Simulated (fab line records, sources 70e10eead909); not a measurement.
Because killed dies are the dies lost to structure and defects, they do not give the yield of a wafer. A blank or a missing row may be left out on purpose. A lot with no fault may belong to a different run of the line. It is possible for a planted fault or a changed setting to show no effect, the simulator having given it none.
Matching of chambers + flow nand_harc + NHARC_A_M1_ETCH_15 on rie_diel-07: 4 sister chambers
The step etches the open film in C4F8/Ar, target depth 182.5 nm, time 91.2 s. 4 wafers are shown with their chamber, then 7 later ones without.

## EACH WAFER AND ITS CHAMBER
| wafer  | chamber | rf_vpp_V (V) |
|--------|---------|--------------|
| L740.3 | 0       | 444.0        |
| L740.4 | 3       | 440.2        |
| L738.1 | 2       | 439.9        |
| L738.3 | 1       | 443.8        |

## WAFERS WITHOUT THEIR CHAMBER
| wafer  | rf_vpp_V (V) |
|--------|--------------|
| L738.4 | 444.0        |
| L742.1 | 439.2        |
| L742.3 | 443.6        |
| L742.4 | 438.7        |
| L744.1 | 438.5        |
| L744.4 | 439.5        |
| L744.6 | 438.7        |

## THE CHAMBER EACH PASSED THROUGH
| wafer  | from the rows above     | in truth |
|--------|-------------------------|----------|
| L738.4 | can't be placed: 0 or 1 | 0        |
| L742.1 | can't be placed: 2 or 3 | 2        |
| L742.3 | can't be placed: 1 or 0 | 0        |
| L742.4 | can't be placed: 2 or 3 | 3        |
| L744.1 | can't be placed: 2 or 3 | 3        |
| L744.4 | can't be placed: 2 or 3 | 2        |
| L744.6 | can't be placed: 2 or 3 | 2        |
Correctly placed: 0 of 7. Can't be placed from these rows: 7 (the true chamber is among the candidates in 7). Wrongly placed: 0.
How it was worked out, from the rows above alone: a wafer's distance from a chamber is the root of the sum, over the readings, of the square of ((its reading less the chamber's mean) divided by the reading's scatter). If the next closest chamber is less than 2 further off than the closest, the wafer can't be placed; otherwise it belongs to the closest. For every chamber, the mean is computed from those of its wafers that are shown. The scatter: with one shown wafer a chamber, the root of the mean of the squares of how far each hidden wafer lies from its nearest shown one.
